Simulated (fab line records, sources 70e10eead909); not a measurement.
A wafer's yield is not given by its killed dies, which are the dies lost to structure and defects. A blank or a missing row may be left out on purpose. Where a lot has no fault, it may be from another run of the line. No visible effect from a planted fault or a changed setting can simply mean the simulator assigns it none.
Chamber matching || flow nand harc || NHARC_A_WL_FILL_CMP_12 on cmp-03 has 4 sister chambers
The step polishes, t overpolish 30 s, target thk 75 nm. 8 wafers are shown with their chamber, then 7 later ones without.

WAFERS PAIRED WITH THEIR CHAMBERS
{"wafer": "L617.4", "chamber": 0, "time to endpoint s (s)": 15.5, "motor current A (A)": 12.0}
{"wafer": "L614.1", "chamber": 3, "time to endpoint s (s)": 8.9, "motor current A (A)": 11.3}
{"wafer": "L614.5", "chamber": 2, "time to endpoint s (s)": 12.1, "motor current A (A)": 11.9}
{"wafer": "L621.1", "chamber": 3, "time to endpoint s (s)": 10.4, "motor current A (A)": 11.4}
{"wafer": "L621.2", "chamber": 1, "time to endpoint s (s)": 10.6, "motor current A (A)": 11.3}
{"wafer": "L621.6", "chamber": 2, "time to endpoint s (s)": 15.9, "motor current A (A)": 12.2}
{"wafer": "L629.2", "chamber": 0, "time to endpoint s (s)": 14.4, "motor current A (A)": 11.6}
{"wafer": "L629.4", "chamber": 1, "time to endpoint s (s)": 12.5, "motor current A (A)": 11.5}

WAFERS MISSING THEIR CHAMBER
{"wafer": "L629.6", "time to endpoint s (s)": 14.8, "motor current A (A)": 11.8}
{"wafer": "L635.1", "time to endpoint s (s)": 15.4, "motor current A (A)": 10.8}
{"wafer": "L635.4", "time to endpoint s (s)": 15.8, "motor current A (A)": 12.2}
{"wafer": "L635.6", "time to endpoint s (s)": 17.1, "motor current A (A)": 12.4}
{"wafer": "L636.2", "time to endpoint s (s)": 17.9, "motor current A (A)": 12.6}
{"wafer": "L636.3", "time to endpoint s (s)": 13.9, "motor current A (A)": 11.6}
{"wafer": "L636.6", "time to endpoint s (s)": 17.5, "motor current A (A)": 12.3}

EACH ONE'S CHAMBER
{"wafer": "L629.6", "from the rows above": "can't be placed: 0 or 2", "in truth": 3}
{"wafer": "L635.1", "from the rows above": "can't be placed: 1 or 3 or 0", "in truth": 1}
{"wafer": "L635.4", "from the rows above": "can't be placed: 2 or 0", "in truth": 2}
{"wafer": "L635.6", "from the rows above": "can't be placed: 2 or 0", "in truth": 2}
{"wafer": "L636.2", "from the rows above": "can't be placed: 2 or 0", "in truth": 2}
{"wafer": "L636.3", "from the rows above": "can't be placed: 0 or 1 or 2 or 3", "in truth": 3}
{"wafer": "L636.6", "from the rows above": "can't be placed: 2 or 0", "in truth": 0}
Placed correctly: 0 of 7. Not placeable from these rows: 7 (in 6, the candidates include the true chamber). Placed wrongly: 0.
How it was worked out, from the rows above alone: a wafer's distance from a chamber is the root of the sum, over the readings, of the square of ((its reading less the chamber's mean) divided by the reading's scatter). If the next closest chamber is less than 2 further off than the closest, the wafer can't be placed; otherwise it belongs to the closest. The mean given for a chamber averages the wafers shown for that chamber. The scatter: take each reading less its chamber's mean, square it, sum over the shown wafers, divide by the number of wafers less the number of chambers, and take the root.
